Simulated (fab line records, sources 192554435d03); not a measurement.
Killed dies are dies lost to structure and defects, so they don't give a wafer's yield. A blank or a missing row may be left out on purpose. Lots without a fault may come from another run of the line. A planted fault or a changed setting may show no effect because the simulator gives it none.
fab line records | flow n5_finfet
record lots=7 wafers=39
route steps=1938 shown FIN_SAQP@125 SD_EPI_N@279 SDB@373 MOL_CONTACT_COAG@542
start_h: hours from the record's first day to the start of the lot's first wafer shown | wait_h: hours since the lot's step before | " the same as in the row above | L1.1+2: a row that stands for several wafers | - no value, or no start given | * or withheld: withheld | < > ~ a bound
route shown NAME@n: a module of which the file shows steps, and the number in the route of the first | usual: mean/standard deviation of fault-free wafers | same: alike in all rows | chamber/n: place in a boat | sites: the reading at each site | _std_site: their standard deviation | _edge_site: outer sites' mean less inner sites' | radius_mm: how far each site lies from the wafer's centre | mask NAME#n: copy n | behind: the tool/chamber that last shaped the wafer | hold: why the lot was held/for how many hours/how that ended | device: the transistor (n, p or np) that didn't switch | end of line: the same wafers' tests at the end of the route | a step without rows: its recipe alone | killed: dies lost to structure and defects at the first sort, not the wafer's yield | map: a wafer's dies, x killed, . not, _ none there
set.NAME: the setting as run; set.NAME@STEP: as run at that earlier step | model.NAME: the simulator's own value behind a step, which no gauge read
lots whose settings were changed on purpose; a table a step, a row a wafer
## steps
# step N5_FIN_SAQP_SPACER1_ALD_24
# recipe material=SiO2 target_thk_a=203 temp_c=300 ald_precursor_family=BDEAS ald_co_reactant=O2-plasma pulse_time_s=1 purge_time_s=2 co_reactant_purge_time_s=2 ald_cycles=218 pressure_torr=2
# columns lot.wafer tool chamber start_h wait_h set.ald_cycles model.SiO2_of_FIN_SAQP_SPACER1_ALD_24.thk_nm
L075.1 ald_sin-03 3 29.79 0.5 218 20.2
L075.2+3+4 " 2,0,1 " " 94 8.8
L075.5+6 " 1,0 " " 218 20.4
L078.1+2+6 ald_sin-04 1,2,2 48.27 0.3 218 20.2
L078.3+5 " 3 " " 218 20.6
L078.4 " 1 " " 218 20.4
L085.1+5 ald_sin-03 1,0 91.12 1.1 119 11.2
L085.2+6 " 0,1 " " 218 20.4
L085.3 " 2 " " 119 11
L085.4 " 2 " " 218 20.2
L087.2+4+6 ald_sin-01 0,3,1 103.97 0.4 218 20.4
L090.1+2+3+4+6 ald_sin-01 2,1,3,0,1 119.71 0.6 218 20.2
L090.5 " 0 " " 218 20.4
L091.1 ald_sin-04 0 126.34 0.3 99 9.4
L091.2+3 " 3,1 " " 218 20.4
L091.4 " 2 " " 218 20.2
L091.5+6 " 1,0 " " 99 9.2
L093.1+3+4+5 ald_sin-04 1,3,0,0 139.24 0.3 218 20.4
L093.2+6 " 2,1 " " 218 20.2
# step N5_FIN_SAQP_SPACER1_ETCHBACK_25
# recipe chemistry=CHF3/O2 mode=anisotropic_etchback target=SiO2 target_depth_a=244 time_s=12.2 pressure_mtorr=30 source_w=650 bias_w=170 Ar_flow_sccm=200 CHF3_flow_sccm=50 O2_flow_sccm=5 ion_energy_ev=200
# step N5_FIN_SAQP_MANDREL1_REMOVE_56
# recipe chemistry=HBr/Cl2/O2 bt_time_s=10 target=a-Si stop_on=SiNx endpoint=OES-SiCl over_etch_frac=1 icp_w=600 bias_w=22 HBr_flow_sccm=150 Cl2_flow_sccm=80 O2_flow_sccm=5 pressure_mtorr=10
# columns lot.wafer tool chamber start_h wait_h set.ald_cycles@FIN_SAQP_SPACER1_ALD_24 model.FIN_SAQP.cd_nm
L075.1+6 rie_si-01 0,3 30.83 0.1 218 20.2
L075.2+4 " 1,2 " " 94 8.8
L075.3 " 3 " " 94 8.6
L075.5 " 2 " " 218 20.4
L078.1+2+6 rie_si-01 3,2,3 49.07 0.1 218 20.2
L078.3+4 " 0,1 " " 218 20.4
L078.5 " 2 " " 218 20.6
L085.1+5 rie_si-05 0,3 92.07 0.1 119 11.2
L085.2+6 " 2,0 " " 218 20.4
L085.3 " 1 " " 119 11
L085.4 " 3 " " 218 20.2
L087.2+4+6 rie_si-05 3,0,0 104.80 0.1 218 20.4
L090.1+2 rie_si-01 2,3 120.52 0.1 218 20.2
L090.3+4+5+6 " 0,1,1,0 " " 218 20.4
L091.1 rie_si-01 1 127.14 0.1 99 9.4
L091.2 " 0 " " 218 20.4
L091.3+4 " 3,2 " " 218 20.2
L091.5 " 3 " " 99 9
L091.6 " 2 " " 99 9.2
L093.1+2+4+6 rie_si-01 2,3,0,1 140.15 0.1 218 20.2
L093.3+5 " 1,2 " " 218 20.4
# step N5_FIN_SAQP_CD_MEAS_27
# recipe target_cd_nm=20 landing_energy_ev=1000 detector=se_inlens polarity=line
# usual cd_nm=20.32/0.25
# columns lot.wafer tool chamber start_h wait_h set.ald_cycles@FIN_SAQP_SPACER1_ALD_24 cd_nm
L075.1 cd_sem-02 0 30.94 0.1 218 19.75
L075.2 " 0 " " 94 9.09
L075.3 " 0 " " 94 8.69
L075.4 " 0 " " 94 8.84
L075.5 " 0 " " 218 20.45
L075.6 " 0 " " 218 20.54
L078.1 cd_sem-01 0 49.18 0.1 218 20.35
L078.2 " 0 " " 218 20.10
L078.3 " 0 " " 218 20.40
L078.4 " 0 " " 218 20.40
L078.5 " 0 " " 218 20.88
L078.6 " 0 " " 218 19.87
L085.1 cd_sem-03 0 92.17 0.1 119 11.47
L085.2 " 0 " " 218 20.69
L085.3 " 0 " " 119 11.33
L085.4 " 0 " " 218 20.43
L085.5 " 0 " " 119 11.08
L085.6 " 0 " " 218 20.41
L087.2 cd_sem-02 0 104.91 0.1 218 20.45
L087.4 " 0 " " 218 20.25
L087.6 " 0 " " 218 20.32
L090.1 cd_sem-01 0 120.63 0.1 218 19.84
L090.2 " 0 " " 218 19.85
L090.3 " 0 " " 218 20.32
L090.4 " 0 " " 218 20.52
L090.5 " 0 " " 218 20.45
L090.6 " 0 " " 218 20.33
L091.1 cd_sem-01 0 127.25 0.1 99 9.46
L091.2 " 0 " " 218 20.72
L091.3 " 0 " " 218 19.97
L091.4 " 0 " " 218 20.30
L091.5 " 0 " " 99 8.94
L091.6 " 0 " " 99 8.66
L093.1 cd_sem-01 0 140.26 0.1 218 20.22
L093.2 " 0 " " 218 20.08
L093.3 " 0 " " 218 20.32
L093.4 " 0 " " 218 20.14
L093.5 " 0 " " 218 20.35
L093.6 " 0 " " 218 20.02
# step N5_SD_EPI_N_ETCH_16
# recipe chemistry=CHF3/O2 target=SiO2 target_depth_a=50 mask_material=SOC pressure_mtorr=30 source_w=650 bias_w=170 Ar_flow_sccm=200 CHF3_flow_sccm=50 O2_flow_sccm=5 ion_energy_ev=200
# columns lot.wafer tool chamber start_h wait_h set.target_depth_a model.etch.depth_nm
L075.1 rie_diel-03 3 55.58 0.1 50 4.877
L075.2 " 1 " " 50 4.925
L075.3 " 2 " " 50 5.106
L075.4 " 3 " " 65.2 6.367
L075.5 " 2 " " 65.2 6.664
L075.6 " 1 " " 65.2 6.426
L078.1 rie_diel-05 1 74.24 0.1 75.01 7.556
L078.2 " 3 " " 75.01 7.323
L078.3 " 2 " " 50 4.846
L078.4 " 0 " " 50 4.91
L078.5 " 0 " " 50 4.951
L078.6 " 3 " " 75.01 7.374
L085.1+2 rie_diel-05 3,2 124.13 0.1 39.73 3.903
L085.3 " 0 " " 50 4.944
L085.4 " 1 " " 39.73 4.004
L085.5 " 3 " " 50 4.92
L085.6 " 2 " " 50 4.91
L087.2 rie_diel-03 1 132.73 0.1 50 5.031
L087.4 " 1 " " 50 5.044
L087.6 " 2 " " 50 5.024
L090.1 rie_diel-05 2 149.73 0.1 75.07 7.259
L090.2 " 1 " " 75.07 7.326
L090.3 " 3 " " 50 4.84
L090.4 " 0 " " 50 4.856
L090.5 " 0 " " 75.07 7.325
L090.6 " 3 " " 50 4.821
L091.1 rie_diel-03 2 152.26 0.1 62.63 6.248
L091.2 " 3 " " 50 4.815
L091.3 " 1 " " 62.63 6.225
L091.4 " 3 " " 50 4.801
L091.5 " 1 " " 62.63 6.26
L091.6 " 2 " " 50 4.952
L093.1 rie_diel-03 2 166.62 0.1 41.6 4.161
L093.2 " 0 " " 41.6 4.167
L093.3 " 1 " " 41.6 4.127
L093.4 " 3 " " 50 4.749
L093.5 " 1 " " 50 4.935
L093.6 " 2 " " 50 4.991
# step N5_SDB_ALD_29
# recipe material=SiNx target_thk_a=300 temp_c=400 ald_precursor_family=SiH2I2 ald_co_reactant=N2/H2-plasma pulse_time_s=1 ald_cycles=600 purge_time_s=2 co_reactant_purge_time_s=2 pressure_torr=2
# columns lot.wafer tool chamber start_h wait_h set.ald_cycles model.SiNx_of_SDB_ALD_29.thk_nm
L075.1+2+3+6 ald_sin-01 2,1,3,1 73.33 0.0 600 30.2
L075.4+5 " 0 " " 600 30
L078.1 ald_sin-03 3 93.57 1.2 600 30.2
L078.2+5 " 1,2 " " 600 30
L078.3 " 0 " " 433 21.8
L078.4+6 " 2,1 " " 433 21.6
L085.1+3 ald_sin-02 0,2 144.29 0.0 600 30.2
L085.2+4+6 " 1,3,2 " " 600 30
L085.5 " 3 145.64 1.4 600 29.8
L087.2 ald_sin-01 1 150.21 0.4 600 30.2
L087.4+6 " 0,2 " " 600 30
L090.1 ald_sin-03 0 166.33 0.0 600 30.2
L090.2+4 " 1,2 " " 799 40
L090.3 " 3 " " 799 40.2
L090.5+6 " 1,0 167.68 1.4 600 29.8
L091.1+4+5 ald_sin-03 0,3,3 169.04 0.0 600 30.2
L091.2+3+6 " 2,1,0 " " 600 30
L093.1+3 ald_sin-02 3,1 185.77 2.2 600 30
L093.2+5 " 0,2 " " 474 24
L093.4 " 2 " " 600 30.2
L093.6 " 3 187.12 3.5 474 23.6
# step N5_SDB_CMP_30
# recipe stop_on=poly-Si t_overpolish_s=1.54 post_cmp_clean=alkaline_brush down_force_psi=4.1491 platen_rpm=51.796 pad_velocity_m_s=1.0306 target_thk_nm=30
# columns lot.wafer tool chamber start_h wait_h set.ald_cycles@SDB_ALD_29 model.SiNx_of_SDB_ALD_29.thk_nm
L075.1+3+2+6 cmp-01 1,3,0,1 76.06 1.4 600 30.2
L075.4+5 " 2 " " 600 30
L078.1 cmp-01 0 96.30 1.4 600 30.2
L078.4+6 " 1,0 " " 433 21.6
L078.2+5 " 2,1 " " 600 30
L078.3 " 3 " " 433 21.8
L085.2+4+6 cmp-01 0,2,1 147.15 1.5 600 30
L085.3+1 " 1,3 " " 600 30.2
L085.5 " 0 " " 600 29.8
L087.4+6 cmp-01 3 152.94 1.4 600 30
L087.2 " 0 " " 600 30.2
L090.2 cmp-04 0 169.13 1.4 799 30
L090.1 " 1 " " 600 30.2
L090.3 " 2 " " 799 30.8
L090.4 " 3 " " 799 31
L090.5+6 " 0,1 " " 600 29.8
L091.4+1+5 cmp-01 0,2,1 171.78 1.4 600 30.2
L091.2+3+6 " 1,3,0 " " 600 30
L093.4 cmp-03 0 188.50 1.4 600 30.2
L093.3+1 " 1,2 " " 600 30
L093.2+5 " 3,0 " " 474 24
L093.6 " 1 " " 474 23.6
# step N5_MOL_CONTACT_COAG_PRECLEAN_111
# recipe chemistry=NF3:NH3 afs_cycles=1 temp_c=30 time_s=20 sublimation_temp_c=180 sublimation_time_s=60 pressure_torr=3 rf_power_w=30
# columns lot.wafer tool chamber start_h wait_h set.time_s model.SiNx_of_SPACER0_ALD_07.thk_nm
L075.1+3+4 remote_plasma-02 1 95.46 0.3 20 1
L075.2 " 1 " " 9.85 1.4
L075.5+6 " 1 " " 9.85 1.6
L078.1+3+4 remote_plasma-02 1 116.08 0.4 8.08 1.6
L078.2+6 " 1 " " 20 1.2
L078.5 " 1 " " 20 1
L085.1+3+4 remote_plasma-01 0 167.48 0.6 31.81 0.6
L085.2+5 " 0 " " 20 1
L085.6 " 0 " " 20 1.2
L087.2+4+6 remote_plasma-01 0 172.21 0.2 20 1.2
L090.1+4+5 remote_plasma-02 0 189.99 0.2 20 1
L090.2+3+6 " 0 " " 14.84 1.2
L091.1+2+5 remote_plasma-02 0 191.96 0.2 30.77 0.8
L091.3+6 " 0 " " 20 1.2
L091.4 " 0 " " 20 1
L093.1+4+6 remote_plasma-01 0 206.92 0.2 16.24 1.2
L093.2 " 0 " " 20 1
L093.3+5 " 0 " " 20 1.2
# step N5_MOL_CONTACT_COAG_TI_SIL_19
# recipe material=Ti target_thk_a=42 temp_c=200 chamber_pressure_pa=5 power_w=5000 time_s=15
# step N5_MOL_CONTACT_COAG_ALD_20
# recipe material=TiN target_thk_a=15 temp_c=400 ald_precursor_family=TiCl4 ald_co_reactant=NH3 pulse_time_s=1 purge_time_s=3 co_reactant_purge_time_s=2 co_reactant_pulse_time_s=2 ald_cycles=68 pressure_torr=3
# step N5_MOL_CONTACT_COAG_PRECLEAN_125
# recipe chemistry=DIW time_s=57.5 temp_c=23
# step N5_MOL_CONTACT_COAG_SRD_126
# recipe dry_time_s=32 dry=n2_spin spin_rpm=1500
# step N5_MOL_CONTACT_COAG_CMP_23
# recipe stop_on=SiO2 t_overpolish_s=1.5 post_cmp_clean=cu_alkaline down_force_psi=2 platen_rpm=50.289 pad_velocity_m_s=1.0006 target_thk_nm=0
# columns lot.wafer tool chamber start_h wait_h set.time_s@MOL_CONTACT_COAG_PRECLEAN_111 model.SiNx_of_GATE_CUT_SAC_CAP_01.thk_nm
L075.1+4 cmp-01 2,0 103.27 0.0 20 18.2
L075.2 " 3 " " 9.85 18.6
L075.3 " 1 " " 20 18.4
L075.6 " 2 " " 9.85 18.8
L075.5 " 3 " " 9.85 18.4
L078.1 cmp-02 2 122.39 0.0 8.08 18.8
L078.4+3 " 3,1 " " 8.08 18.6
L078.2+6+5 " 0,2,3 " " 20 18.2
L085.4 cmp-01 1 174.69 0.0 31.81 17.8
L085.2+5 " 2,1 " " 20 18.2
L085.1+3 " 3,0 " " 31.81 18
L085.6 " 2 " " 20 18.4
L087.4+2+6 cmp-02 3,0,3 177.98 0.0 20 18.2
L090.3 cmp-02 3 195.75 0.0 14.84 18.6
L090.1+4+5 " 0,2,3 " " 20 18.2
L090.2+6 " 1,0 " " 14.84 18.4
L091.2+5 cmp-01 2,3 196.27 0.0 30.77 17.8
L091.1 " 3 " " 30.77 18
L091.4+3+6 " 0,1,2 " " 20 18.2
L093.2+3+5 cmp-02 2,1,2 211.93 0.0 20 18.2
L093.4+1+6 " 3,0,3 " " 16.24 18.4
# step N5_MOL_CONTACT_COAG_WET_ETCH_26
# recipe target=Co target_depth_nm=13
# columns lot.wafer tool chamber start_h wait_h set.time_s@MOL_CONTACT_COAG_PRECLEAN_111 model.SiNx_of_GATE_CUT_SAC_CAP_01.thk_nm
L075.1+4 wet_bench-05 4,3 103.62 0.0 20 18.2
L075.2 " 6 " " 9.85 18.6
L075.3 " 7 " " 20 18.4
L075.5 " 0 " " 9.85 18.4
L075.6 " 5 " " 9.85 18.8
L078.1+3+4 wet_bench-01 6,0,3 122.74 0.0 8.08 18.6
L078.2+5+6 " 5,4,7 " " 20 18.2
L085.1+3 wet_bench-05 3,6 175.04 0.0 31.81 18
L085.2+5 " 4,2 " " 20 18.2
L085.4 " 5 " " 31.81 17.8
L085.6 " 1 " " 20 18.4
L087.2+4+6 wet_bench-05 1,6,4 178.33 0.0 20 18.2
L090.1+4+5 wet_bench-02 7,3,0 196.10 0.0 20 18.2
L090.2+6 " 5,4 " " 14.84 18.4
L090.3 " 6 " " 14.84 18.6
L091.1+2+5 wet_bench-01 7,4,1 196.62 0.0 30.77 17.8
L091.3+4+6 " 0,2,3 " " 20 18.2
L093.1+4 wet_bench-02 4,0 212.28 0.0 16.24 18.2
L093.2+3+5 " 6,7,5 " " 20 18.2
L093.6 " 3 " " 16.24 18.4
# step N5_MOL_CONTACT_COAG_WET_ETCH_116
# recipe chemistry=SC1-inhibited target_depth_nm=4.6 dry=ipa_marangoni rinse_time_s=30 rinse_temp_c=23
# step N5_MOL_CONTACT_COAG_ALD_27
# recipe material=SiOC target_thk_a=170 temp_c=400 ald_precursor_family=carbosiloxane ald_co_reactant=H2-plasma pulse_time_s=1.5 time_s=2720 purge_time_s=2 co_reactant_purge_time_s=2 ald_cycles=340 pressure_torr=2
# step N5_MOL_CONTACT_COAG_CMP_28
# recipe stop_on=SiNx t_overpolish_s=0.85 post_cmp_clean=alkaline_brush down_force_psi=4.15 platen_rpm=51.8 pad_velocity_m_s=1.0307 target_thk_nm=14.522
# step N5_MOL_CONTACT_COAG_THK_MEAS_29
# recipe reads=SiNx_of_GATE_CUT_PECVD_57+SiNx_of_GATE_CUT_SAC_CAP_01
# usual MD_CAP_THK=17.90/0.084
# columns lot.wafer tool chamber start_h wait_h set.time_s@MOL_CONTACT_COAG_PRECLEAN_111 MD_CAP_THK[nm]
L075.1 film_metro-02 - 106.53 - 20 17.83
L075.2 " - " " 9.85 18.18
L075.3 " - " " 20 18.05
L075.4 " - " " 20 17.98
L075.5 " - " " 9.85 18.08
L075.6 " - " " 9.85 18.48
L078.1 film_metro-01 - 125.12 - 8.08 18.34
L078.2 " - " " 20 17.87
L078.3 " - " " 8.08 18.26
L078.4 " - " " 8.08 18.33
L078.5 " - " " 20 17.82
L078.6 " - " " 20 17.83
L085.1 film_metro-02 - 177.37 - 31.81 17.63
L085.2 " - " " 20 17.86
L085.3 " - " " 31.81 17.66
L085.4 " - " " 31.81 17.44
L085.5 " - " " 20 17.79
L085.6 " - " " 20 18.04
L087.2 film_metro-01 - 182.87 - 20 17.91
L087.4 " - " " 20 17.92
L087.6 " - " " 20 17.92
L090.1 film_metro-01 - 198.77 - 20 17.79
L090.2 " - " " 14.84 18.11
L090.3 " - " " 14.84 18.21
L090.4 " - " " 20 17.88
L090.5 " - " " 20 17.89
L090.6 " - " " 14.84 18.01
L091.1 film_metro-02 - 199.74 - 30.77 17.59
L091.2 " - " " 30.77 17.47
L091.3 " - " " 20 17.89
L091.4 " - " " 20 17.83
L091.5 " - " " 30.77 17.49
L091.6 " - " " 20 17.80
L093.1 film_metro-01 - 215.02 - 16.24 18.04
L093.2 " - " " 20 17.94
L093.3 " - " " 20 17.99
L093.4 " - " " 16.24 17.98
L093.5 " - " " 20 17.89
L093.6 " - " " 16.24 18.04
# step N5_MOL_CONTACT_COAG_ALD_123
# recipe material=SiNx target_thk_a=50 temp_c=400 ald_precursor_family=SiH2I2 ald_co_reactant=N2/H2-plasma pulse_time_s=1 purge_time_s=2 co_reactant_purge_time_s=2 ald_cycles=100 pressure_torr=2
# step N5_MOL_CONTACT_COAG_PECVD_31
# recipe material=SiO2 target_thk_a=460 temp_c=400 precursor=TEOS/O2 pressure_torr=6.5 rf_w=withheld teos_flow_sccm=withheld gas=O2 flow_sccm=2650 time_s=8.9
# step N5_MOL_CONTACT_COAG_VIA_ETCH_46
# recipe chemistry=C4F6/O2 target_depth_a=460 overetch_a=92 mask_material=SOC target=SiO2 bias_w=455 pressure_mtorr=10 time_s=40 source_w=325 Ar_flow_sccm=300 C4F6_flow_sccm=10 O2_flow_sccm=10 ion_energy_ev=575.3 ends=end_point
# step N5_MOL_CONTACT_COAG_STRIP_96
# recipe chemistry=N2/H2 power_w=500 temp_c=40 pressure_mtorr=50 rf_frequency_hz=6e+07 overash_fraction=0.3 bias_power_w=28 h2_frac=0.5 n2_flow_sccm=300 h2_flow_sccm=300
# step N5_MOL_CONTACT_COAG_ETCH_47
# recipe chemistry=CH3F/O2 target=SiNx target_depth_a=270 mask_material=SiO2 stop_on=W over_etch_frac=0.2 ion_energy_ev=120 endpoint=OES-CN pressure_mtorr=30 source_w=395 bias_w=73 Ar_flow_sccm=150 CH3F_flow_sccm=30 O2_flow_sccm=20 ends=end_point
# columns lot.wafer tool chamber start_h wait_h set.time_s@MOL_CONTACT_COAG_PRECLEAN_111 model.etch.depth_nm
L075.1 rie_diel-03 3 110.29 0.0 20 17.81
L075.2 " 0 " " 9.85 18.24
L075.3 " 1 " " 20 18.03
L075.4 " 2 " " 20 17.96
L075.5 " 0 " " 9.85 18.1
L075.6 " 3 " " 9.85 18.46
L078.1 rie_diel-05 1 127.39 0.0 8.08 18.36
L078.2+6 " 2 " " 20 17.9
L078.3 " 3 " " 8.08 18.29
L078.4 " 0 " " 8.08 18.34
L078.5 " 3 " " 20 17.86
L085.1 rie_diel-01 1 179.32 0.0 31.81 17.64
L085.2 " 0 " " 20 17.87
L085.3 " 3 " " 31.81 17.69
L085.4 " 2 " " 31.81 17.46
L085.5 " 1 " " 20 17.81
L085.6 " 2 " " 20 18.05
L087.2 rie_diel-03 1 186.21 0.0 20 17.94
L087.4 " 3 " " 20 17.88
L087.6 " 2 " " 20 17.92
L090.1 rie_diel-01 3 201.19 0.0 20 17.87
L090.2 " 1 " " 14.84 18.14
L090.3 " 2 " " 14.84 18.23
L090.4 " 0 " " 20 17.85
L090.5 " 0 " " 20 17.93
L090.6 " 3 " " 14.84 18.06
L091.1 rie_diel-03 2 201.39 0.0 30.77 17.59
L091.2 " 0 " " 30.77 17.49
L091.3 " 3 " " 20 17.92
L091.4+6 " 1,0 " " 20 17.83
L091.5 " 1 " " 30.77 17.51
L093.1 rie_diel-03 2 218.06 0.0 16.24 17.98
L093.2 " 0 " " 20 17.88
L093.3 " 1 " " 20 17.95
L093.4 " 3 " " 16.24 18
L093.5 " 0 " " 20 17.87
L093.6 " 3 " " 16.24 18.09
## key
split step=N5_FIN_SAQP_SPACER1_ALD_24 setting=ald_cycles stated=218 by=wafer
response step=N5_FIN_SAQP_SPACER1_ALD_24 reading=model.SiO2_of_FIN_SAQP_SPACER1_ALD_24.thk_nm change=+0.203 per=1% r=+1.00
response step=N5_FIN_SAQP_MANDREL1_REMOVE_56 reading=model.FIN_SAQP.cd_nm change=+0.203 per=1% r=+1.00
response step=N5_FIN_SAQP_CD_MEAS_27 reading=cd_nm change=+0.203 per=1% r=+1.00
split step=N5_SD_EPI_N_ETCH_16 setting=target_depth_a stated=50 by=wafer
response step=N5_SD_EPI_N_ETCH_16 reading=model.etch.depth_nm change=+0.0499 per=1% r=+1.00
split step=N5_SDB_ALD_29 setting=ald_cycles stated=600 by=wafer
response step=N5_SDB_ALD_29 reading=model.SiNx_of_SDB_ALD_29.thk_nm change=+0.302 per=1% r=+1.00
response step=N5_SDB_CMP_30 reading=model.SiNx_of_SDB_ALD_29.thk_nm shape=bent at_lowest=21.67 at_stated=30.07 at_highest=30.6
split step=N5_MOL_CONTACT_COAG_PRECLEAN_111 setting=time_s stated=20 by=wafer
response step=N5_MOL_CONTACT_COAG_PRECLEAN_111 reading=model.SiNx_of_SPACER0_ALD_07.thk_nm change=-0.00789 per=1% r=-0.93
response step=N5_MOL_CONTACT_COAG_CMP_23 reading=model.SiNx_of_GATE_CUT_SAC_CAP_01.thk_nm change=-0.00687 per=1% r=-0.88
response step=N5_MOL_CONTACT_COAG_WET_ETCH_26 reading=model.SiNx_of_GATE_CUT_SAC_CAP_01.thk_nm change=-0.00666 per=1% r=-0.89
response step=N5_MOL_CONTACT_COAG_THK_MEAS_29 reading=MD_CAP_THK change=-0.00644 per=1% r=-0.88
response step=N5_MOL_CONTACT_COAG_ETCH_47 reading=model.etch.depth_nm change=-0.00654 per=1% r=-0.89
